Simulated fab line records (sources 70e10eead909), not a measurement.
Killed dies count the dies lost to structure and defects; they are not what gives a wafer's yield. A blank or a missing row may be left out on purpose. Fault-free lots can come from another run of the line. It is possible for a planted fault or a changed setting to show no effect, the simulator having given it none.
A struck lot beside a sound one :: flow nand harc :: 21 out of 1159 route steps
Sound: these wafers, L320.1, L320.5, L320.6. Struck: wafers L328.2, L328.3, L328.4. Last of all comes the cause.
Per side, at each step with rows, come the tool, then ch with its chambers, and then its first start. Under that, the readings that differ: sound wafers :: struck wafers :: difference of the means :: sigmas: that difference in standard deviations of wafers without a fault.
alike: readings whose means differ by less than 2 such deviations, and words and numbers that are the same on both sides. not compared: withheld readings, readings that some wafer has no value for, bounds like >300 that may hide the same value, and numbers for which the record gives no deviation and whose values overlap.
A row with sigmas, a row that says differs or no value, or rows on one side alone: a step with any of these is where the two part. When numbers do not overlap yet have no deviation, they are printed without sigmas and do not part them. Lack of a reading on every wafer of one side parts them only where that side has two or more wafers.

NHARC_P_CONTACT_CVD_23: deposits W, target thk 200 nm, time 557 s.
  sound on cvd w-02 ch 0,1; struck on cvd w-01 ch 0,1
  alike: heater power w, throttle valve pct
NHARC_P_CONTACT_CMP_24: polishes, t overpolish 30 s, target thk 200 nm.
  sound on cmp-04 ch 0,2,3, day 6 05:08; struck on cmp-02 ch 0,2,3, day 8 19:03
  alike: motor current A, overpolish run s, time to endpoint s
next, for these wafers, 1 step has no rows: NHARC_P_CONTACT_SRD_26.
NHARC_P_CONTACT_INSPECT_27:
  sound on defect inspect-01, day 6 05:29; struck on defect inspect-02, day 8 19:26
  alike: raw defect count
then, 7 steps without rows for these wafers: NHARC_P_M0_DEP_00 (deposits SiOC, target thk 150 nm); NHARC_P_M0_DEHYDRATE_01 (time 120 s); NHARC_P_M0_HMDS_02 (time 30 s); NHARC_P_M0_COAT_33 (time 65 s); NHARC_P_M0_COAT_03 (resist thk 90 nm); NHARC_P_M0_SOFTBAKE_04 (time 55 s); NHARC_P_M0_EBR_05.
NHARC_P_M0_EXPOSE_06: exposes mask P M0, target cd 90 nm.
  sound on arfi scanner-03 ch 0, day 6 06:16; struck on arfi scanner-01 ch 0, day 8 20:11
reading: exposure dose mJ cm2
sound: 81.39 81.35 81.26
struck: 83.44 83.42 83.55
difference: +2.14
sigmas: +26
  alike: mask
then, 2 steps without rows for these wafers: NHARC_P_M0_PEB_07 (peb time 65 s); NHARC_P_M0_DEVELOP_08 (develop time 35 s).
NHARC_P_M0_CD_MEAS_09: target cd 90 nm.
  sound on cd sem-02 ch 0, day 6 06:24; struck on cd sem-01 ch 0, day 8 20:20
reading: cd nm (nm)
sound: 90.0 90.1 90.7
struck: 83.5 81.8 78.6
difference: -9.0
sigmas: -23
NHARC_P_M0_OVL_MEAS_10: pitch 180 nm.
  sound on overlay-01, day 6 06:29; struck on overlay-02, day 8 20:25
  alike: overlay x nm, overlay y nm
NHARC_P_M0_INSPECT_11:
  sound on defect inspect-02, day 6 06:31; struck on defect inspect-02, day 8 20:28
  alike: raw defect count
NHARC_P_M0_DESCUM_14: chemistry O2, time 3 s.
  sound on rie diel-11 ch 1,2,3, day 6 06:36; struck on rie diel-07 ch 0,1,3, day 8 20:31
reading: model.P_M0.cd nm (nm)
sound: 90.02 90.17 90.46
struck: 83.4 81.27 78.37
difference: -9.2
sigmas: 
  alike: drypump motor current A, oes product au, rf vpp V, showerhead plenum p Torr, throttle valve pct
  not compared: rf hours counter h
NHARC_P_M0_ETCH_34: etches the open film in N2/H2, target depth 40 nm, overetch 12 nm, time 43.94 s.
  sound on rie diel-11 ch 1,2, day 6 06:40; struck on rie diel-07 ch 0,1,2, day 8 20:36
  alike: drypump motor current A, oes product au, rf vpp V, showerhead plenum p Torr, throttle valve pct
  not compared: rf hours counter h
NHARC_P_M0_ETCH_15: etches the open film in C4F8/Ar, target depth 150 nm, overetch 15 nm, time 82.5 s.
  sound on rie diel-11 ch 1,2; struck on rie diel-07 ch 0,1,2
reading: model.P_M0.cd nm (nm)
sound: 89.9 89.87 90.21
struck: 83.56 81.21 78.41
difference: -8.93
sigmas: 
  alike: oes product au, rf vpp V
  not compared: rf hours counter h
NHARC_P_M0_CD_MEAS_16:
  sound on cd sem-02, day 6 06:53; struck on cd sem-01, day 8 20:49
reading: cd nm (nm)
sound: 90.1 89.9 90.6
struck: 83.5 81.4 78.1
difference: -9.2
sigmas: -16

## WHERE THEY PART
At NHARC_P_M0_EXPOSE_06 first; at NHARC_P_M0_CD_MEAS_16 last (within this record only).

WHY: what the simulator had put in
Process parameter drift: arfi scanner-01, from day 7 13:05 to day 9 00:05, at NHARC_P_M0_EXPOSE_06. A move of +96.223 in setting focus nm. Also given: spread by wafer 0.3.
